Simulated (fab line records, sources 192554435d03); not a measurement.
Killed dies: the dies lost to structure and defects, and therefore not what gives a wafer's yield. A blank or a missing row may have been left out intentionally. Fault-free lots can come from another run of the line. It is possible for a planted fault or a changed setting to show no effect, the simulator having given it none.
fab line records	flow n5-finfet
record lots=11	wafers=32	last-day=18
route steps=1938 shown BEOL_M5@1162 PASSIVATION@1936
lots that met no fault: from a run of the same line without faults
start-h: hours from the record's first day to the start of the lot's first wafer shown	wait-h: time in hours since the lot's previous step	" unchanged from the row above	L1.1+2: a row that stands for several wafers	- either no value or no given start	* or withheld: withheld	< > ~ a bound
route shown NAME@n: NAME is a module with steps in the file, n the number in the route of the first one	usual: the fault-free wafers' mean and standard deviation	same: alike in all rows	chamber/n: place in a boat	sites: each site's reading	_std_site: standard deviation of those values	_edge_site: outer sites' mean less inner sites'	radius-mm: for every site, how far away it sits from the centre of the wafer	mask NAME#n: copy n	behind: the most recent tool/chamber to have shaped the wafer	hold: cause of the lot's hold/its duration in hours/its outcome	device: transistor that didn't switch, given as n, p or np	end of line: the route-end tests of the same wafers	step lacking rows: just its recipe	killed: the dies lost at the first sort to structure and to defects; this is not the yield of the wafer	map: the dies of a wafer, with x for killed, . for not killed, _ for no die there
set.NAME: setting as actually run; set.NAME@STEP: the setting as run at that earlier step	model.NAME: the simulator's own value behind a step, which no gauge read
steps of the route over a sample of lots; a table a step, a row a wafer
services: from which hour (start-h, from the record's first day; less than 0 if before it) a tool's chamber was out of use, for how many hours, and why
## steps
# step N5_BEOL_M5_STRIP_91
# recipe chemistry=N2/H2	time-s=10	power-w=450	temp-c=40	pressure-mtorr=20	rf-frequency-hz=6e+07	bias-power-w=7	n2-flow-sccm=200	h2-flow-sccm=200
# usual drypump-motor-current-A=5.7/0.4	oes-product-au=0.77/0.082	rf-vpp-V=59.1/0.96	showerhead-plenum-p-Torr=2.54/0.08	temp-c=40.02/0.12	throttle-valve-pct=23.61/0.28
lot.wafer	tool	chamber	start-h	wait-h	drypump-motor-current-A	oes-product-au	rf-hours-counter-h	rf-vpp-V	showerhead-plenum-p-Torr	temp-c	throttle-valve-pct
L933.2	rie-diel-06	2	-	-	5.9	0.71	197	58.7	2.62	40.02	23.53
L933.3	"	3	"	"	5.2	0.75	159	61.0	2.64	39.90	23.17
L933.6	"	2	"	"	5.9	0.71	-	59.0	2.62	40.00	23.53
L937.1	rie-diel-06	3	-	-	5.2	0.75	167	59.0	2.64	40.18	23.18
L937.2	"	2	"	"	6.0	0.72	205	59.4	2.62	40.13	23.53
L937.5	"	1	"	"	5.8	0.74	-	57.3	2.43	39.87	23.59
L938.2	rie-diel-04	2	-	-	6.5	0.97	7	58.2	2.48	40.11	23.70
L938.4	"	3	"	"	5.1	0.78	149	58.0	2.55	40.06	24.01
L947.1	rie-diel-05	0	-	-	6.0	0.71	216	59.5	2.61	40.01	24.09
L947.2	"	3	"	"	5.7	0.81	108	58.2	2.45	40.05	23.30
L947.4	"	1	"	"	5.5	0.70	-	58.6	2.41	39.91	23.85
L948.1	rie-diel-05	0	-	-	6.0	0.70	219	59.9	2.61	40.00	24.09
L948.5	"	3	"	"	5.7	0.80	-	59.0	2.45	39.96	23.31
L948.6	"	0	"	"	6.0	0.70	-	60.2	2.61	39.91	24.07
L952.2	rie-diel-04	2	-	-	6.5	0.89	36	59.1	2.46	39.97	23.73
L952.3	"	0	"	"	5.6	0.79	93	58.5	2.46	39.93	23.71
L952.4	"	3	"	"	5.1	0.75	177	58.6	2.54	40.09	24.06
L951.4	rie-diel-06	0	-	-	5.7	0.94	17	59.5	2.61	40.11	23.30
L951.5	"	3	"	"	5.2	0.73	-	58.0	2.63	40.02	23.22
L951.6	"	2	"	"	5.9	0.69	-	59.5	2.61	40.24	23.58
L953.1	rie-diel-06	2	-	-	5.9	0.70	236	59.3	2.61	39.91	23.57
L953.4	"	3	"	"	5.2	0.72	198	58.9	2.62	40.01	23.22
L953.5	"	0	"	"	5.7	0.93	-	58.1	2.60	39.82	23.31
L954.2	rie-diel-04	0	-	-	5.6	0.80	95	59.1	2.46	40.17	23.73
L954.4	"	3	"	"	5.1	0.76	180	58.0	2.54	40.11	24.06
L954.6	"	3	"	"	5.1	0.74	-	59.3	2.54	39.89	24.07
L955.1	rie-diel-04	2	-	-	6.6	0.89	42	58.0	2.46	40.00	23.74
L955.5	"	3	"	"	5.1	0.74	-	58.0	2.53	40.19	24.07
L955.6	"	0	"	"	5.6	0.79	-	58.5	2.46	40.12	23.73
L956.1	rie-diel-05	1	-	-	5.5	0.68	230	59.9	2.40	40.07	23.89
L956.3	"	2	"	"	5.1	0.82	89	60.1	2.55	39.87	23.31
L956.5	"	0	"	"	6.0	0.69	-	58.4	2.60	39.94	24.10
# step N5_BEOL_M5_CVD_47
# recipe material=Co	target-thk-a=30	temp-c=withheld	precursor=CCTBA/H2	pressure-torr=30	time-s=216
# usual run-length-s=239.3/0.41
lot.wafer	tool	chamber	start-h	wait-h	run-length-s	since-wet-clean-h
L933.2	cvd-co-02	2	171.10	0.2	239.0	471
L933.3	"	1	"	"	239.6	-
L933.6	"	2	"	"	238.9	-
L937.1	cvd-co-02	0	194.51	0.1	385.6	955
L937.2	"	1	"	"	240.0	58
L937.5	"	0	"	"	238.7	-
L938.2	cvd-co-02	1	201.97	0.1	239.5	65
L938.4	"	1	"	"	386.6	-
L947.1	cvd-co-01	2	251.98	0.1	239.4	334
L947.2	"	0	"	"	239.4	793
L947.4	"	1	"	"	238.5	-
L948.1	cvd-co-01	0	259.81	0.0	239.8	801
L948.5	"	0	"	"	239.7	-
L948.6	"	1	"	"	238.7	-
L952.2	cvd-co-02	2	282.64	0.0	239.1	583
L952.3	"	0	"	"	238.7	1043
L952.4	"	2	"	"	239.1	-
L951.4	cvd-co-01	0	289.24	0.1	239.4	-
L951.5	"	2	"	"	239.4	-
L951.6	"	1	"	"	238.9	-
L953.1	cvd-co-02	1	292.72	0.2	239.4	156
L953.4	"	1	"	"	239.2	-
L953.5	"	2	"	"	239.8	-
L954.2	cvd-co-02	0	308.83	0.0	238.7	1069
L954.4	"	2	"	"	239.9	-
L954.6	"	1	"	"	239.2	-
L955.1	cvd-co-02	0	322.37	0.1	238.7	1082
L955.5	"	1	"	"	239.8	-
L955.6	"	2	"	"	239.4	-
L956.1	cvd-co-02	0	322.55	0.3	238.8	1083
L956.3	"	1	"	"	239.5	186
L956.5	"	0	"	"	239.0	-
# step N5_BEOL_M5_ANNEAL_82
# recipe temp-c=400	time-s=1800	ambient=vacuum
# usual heater-power-w=827/96
lot.wafer	tool	chamber	start-h	wait-h	heater-power-w
L933.2	pvd-sputter-03	-	173.79	0.0	734
L933.3	"	-	"	"	892
L933.6	"	-	"	"	669
L937.1	pvd-sputter-03	-	195.83	0.0	912
L937.2	"	-	"	"	1018
L937.5	"	-	"	"	663
L938.2	pvd-sputter-01	-	203.33	0.0	685
L938.4	"	-	"	"	890
L947.1	pvd-sputter-02	-	253.40	0.0	863
L947.2	"	-	"	"	842
L947.4	"	-	"	"	928
L948.1	pvd-sputter-03	-	261.14	0.0	753
L948.5	"	-	"	"	896
L948.6	"	-	"	"	749
L952.2	pvd-sputter-03	-	284.03	0.0	683
L952.3	"	-	"	"	892
L952.4	"	-	"	"	753
L951.4	pvd-sputter-01	-	290.60	0.0	786
L951.5	"	-	"	"	809
L951.6	"	-	"	"	829
L953.1	pvd-sputter-02	-	294.36	0.0	859
L953.4	"	-	"	"	905
L953.5	"	-	"	"	844
L954.2	pvd-sputter-01	-	310.18	0.0	812
L954.4	"	-	"	"	828
L954.6	"	-	"	"	868
L955.1	pvd-sputter-02	-	323.73	0.0	889
L955.5	"	-	"	"	917
L955.6	"	-	"	"	808
L956.1	pvd-sputter-03	-	323.88	0.0	756
L956.3	"	-	"	"	1000
L956.5	"	-	"	"	747
# step N5_BEOL_M5_SPUTTER_88
# recipe material=Cu	target-thk-a=150	temp-c=-20	chamber-pressure-pa=0.07	power-w=withheld	time-s=27.62
# usual throttle-valve-pct=30.8/0.72
lot.wafer	tool	chamber	start-h	wait-h	throttle-valve-pct
L933.2	pvd-sputter-03	-	175.88	0.5	29.4
L933.3	"	-	"	"	31.1
L933.6	"	-	"	"	30.2
L937.1	pvd-sputter-03	-	197.92	0.5	31.2
L937.2	"	-	"	"	30.7
L937.5	"	-	"	"	30.2
L938.2	pvd-sputter-01	-	205.43	0.5	30.8
L938.4	"	-	"	"	30.3
L948.1	pvd-sputter-03	-	263.23	0.5	29.6
L948.5	"	-	"	"	30.9
L948.6	"	-	"	"	29.4
L947.1	pvd-sputter-02	-	263.59	0.5	31.3
L947.2	"	-	"	"	31.4
L947.4	"	-	"	"	32.3
L952.2	pvd-sputter-03	-	286.12	0.5	30.1
L952.3	"	-	"	"	30.9
L952.4	"	-	"	"	29.7
L951.4	pvd-sputter-01	-	292.69	0.5	31.3
L951.5	"	-	"	"	31.2
L951.6	"	-	"	"	32.0
L953.1	pvd-sputter-02	-	296.46	0.5	31.2
L953.4	"	-	"	"	32.1
L953.5	"	-	"	"	31.1
L954.2	pvd-sputter-01	-	312.27	0.5	31.4
L954.4	"	-	"	"	31.8
L954.6	"	-	"	"	30.4
L955.1	pvd-sputter-02	-	325.82	0.5	32.0
L955.5	"	-	"	"	32.2
L955.6	"	-	"	"	30.3
L956.1	pvd-sputter-03	-	325.98	0.5	29.5
L956.3	"	-	"	"	30.6
L956.5	"	-	"	"	29.5
# step N5_PASSIVATION_PROBE_49
# usual defect-limited-yield=91.4/1.5	killed_at_M0_to_M3=31/11	killed_at_M4_up=13/5.5	killed-at-contacts=13/6.3	killed-at-front-end=40/13	killed-at-other=3.3/2.6	killed-dies=101/18	killed-on-rim=13/4	killed-open=67/13	killed-short=33/7.9	sort_bin_5_function=5.1/1	sort_bin_6_memory=3.2/0.68	sort-n-pass=1079/18	sort-yield-pct=91.4/1.5
# same gross-dies=1180	killed-at-back-side=0	sort_bin_4_leakage[%]=0	sort_bin_8_speed[%]=0
lot.wafer	tool	chamber	start-h	wait-h	defect-limited-yield[%]	killed_at_M0_to_M3	killed_at_M4_up	killed-at-contacts	killed-at-front-end	killed-at-other	killed-dies	killed-on-rim	killed-open	killed-short	sort_bin_5_function[%]	sort_bin_6_memory[%]	sort-n-pass	sort-yield-pct[%]
L952.2	prober-02	-	370.08	0.1	92.5	18	24	21	26	0	89	10	60	28	4.9	2.5	1091	92.5
L952.3	prober-02	-	370.13	0.1	93.4	19	17	6	32	4	78	10	52	25	3.6	2.8	1102	93.4
L952.4	prober-02	-	370.18	0.2	92.4	25	10	9	45	1	90	7	61	27	4.3	3.0	1090	92.4
L951.4	prober-01	-	379.89	0.2	92.1	28	3	7	50	5	93	11	56	36	5.5	2.4	1087	92.1
L951.5	prober-01	-	379.94	0.2	92.0	20	11	9	45	9	94	12	59	31	4.2	3.3	1086	92.0
L951.6	prober-01	-	379.99	0.3	90.3	37	9	12	55	2	115	9	78	34	5.7	3.9	1065	90.3
# killed by level:class
L952.2 BEOL_M4:geometric-particle:open=15 MOL_CONTACT_COAG:geometric-particle:open=11 MOL_CONTACT_COAG:geometric-particle:short=10 BEOL_M2:geometric-particle:open=9 FIN_SAQP:geometric-particle:open=6 FIN_SAQP:geometric-particle:short=4 STI_FIN_REVEAL:geometric-particle:open=3 GATE_CUT:geometric-particle:short=3
L952.3 FIN_SAQP:geometric-particle:open=10 BEOL_M0_SAQP:geometric-particle:open=7 BEOL_M4:geometric-particle:open=7 FIN_SAQP:geometric-particle:short=5 STI_FIN_REVEAL:geometric-particle:open=5 BEOL_M0_SAQP:geometric-particle:short=5 BEOL_M2:geometric-particle:open=4 MOL_CONTACT_COAG:geometric-particle:open=3
L952.4 FIN_SAQP:geometric-particle:open=14 STI_FIN_REVEAL:geometric-particle:open=13 MOL_CONTACT_COAG:geometric-particle:open=8 BEOL_M2:geometric-particle:open=7 BEOL_M0_SAQP:geometric-particle:short=6 FIN_SAQP:geometric-particle:short=5 GATE_CUT:geometric-particle:short=5 BEOL_M0:geometric-particle:open=4
L951.4 FIN_SAQP:geometric-particle:open=16 BEOL_M0_SAQP:geometric-particle:short=12 BEOL_M0_SAQP:geometric-particle:open=9 STI_FIN_REVEAL:geometric-particle:open=7 FIN_SAQP:geometric-particle:short=4 DUMMY_GATE:geometric-particle:open=4 MOL_CONTACT_COAG:geometric-particle:open=4 STARTING-WAFER:geometric-particle:short=4
L951.5 FIN_SAQP:geometric-particle:open=9 FIN_SAQP:geometric-particle:short=9 BEOL_M3:geometric-particle:open=7 STI_FIN_REVEAL:geometric-particle:open=6 MOL_CONTACT_COAG:geometric-particle:open=5 SPACER0:geometric-particle:open=4 ILD0:geometric-particle:open=4 MOL_CONTACT_COAG:geometric-particle:short=4
L951.6 FIN_SAQP:geometric-particle:open=16 STI_FIN_REVEAL:geometric-particle:open=11 MOL_CONTACT_COAG:geometric-particle:open=9 DUMMY_GATE:geometric-particle:open=8 BEOL_M0_SAQP:geometric-particle:short=7 BEOL_M0_SAQP:geometric-particle:open=5 BEOL_M1:geometric-particle:open=5 BEOL_M2:geometric-particle:open=5
## services
tool	chamber	start-h	hours	kind
rie-diel-05	0	149.24	2.4	repair
rie-diel-04	0	150.26	5.2	repair
rie-diel-04	2	155.76	-	clean
rie-diel-04	2	155.76	-	consumable-replace:esc
rie-diel-04	2	155.76	-	consumable-replace:focus-ring
rie-diel-04	2	155.76	18.5	scheduled-down
rie-diel-04	2	155.76	18.5	vent-cycle
cvd-co-02	0	164.38	13.9	repair
cvd-co-01	-	168.86	1.6	repair
cvd-co-02	-	174.31	6.0	pm
rie-diel-06	1	175.19	8.7	repair
cvd-co-01	-	183.26	5.3	repair
rie-diel-06	0	208.32	-	clean
rie-diel-06	0	208.32	-	consumable-replace:focus-ring
rie-diel-06	0	208.32	17.7	scheduled-down
rie-diel-06	0	208.32	17.7	vent-cycle
cvd-co-02	-	225.46	0.6	repair
rie-diel-04	1	244.83	-	clean
rie-diel-04	1	244.83	-	consumable-replace:focus-ring
rie-diel-04	1	244.83	22.6	scheduled-down
rie-diel-04	1	244.83	22.6	vent-cycle
rie-diel-04	-	284.96	14.6	pm
## key
first-sign step=N5_BEOL_M5_CVD_47	reading=run-length-s	direction=up	sigmas=99+	usual=*	struck=*
effect none on later readings
met-at N5_BEOL_M5_CVD_47
struck-lots L937,L938
struck-wafers L937.1,L938.4
not-acting-at N5_BEOL_M5_STRIP_91,N5_BEOL_M5_ANNEAL_82,N5_BEOL_M5_SPUTTER_88
onset-between 171.10 194.51
fault kind=process-parameter-drift	tool=cvd-co-02	chamber=-	onset-h=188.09	steps=N5_BEOL_M5_CVD_47	channel=time-s	offset=*	shape=step	end-h=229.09	scope=struck-wafers-only	acts-in=*	stated=*
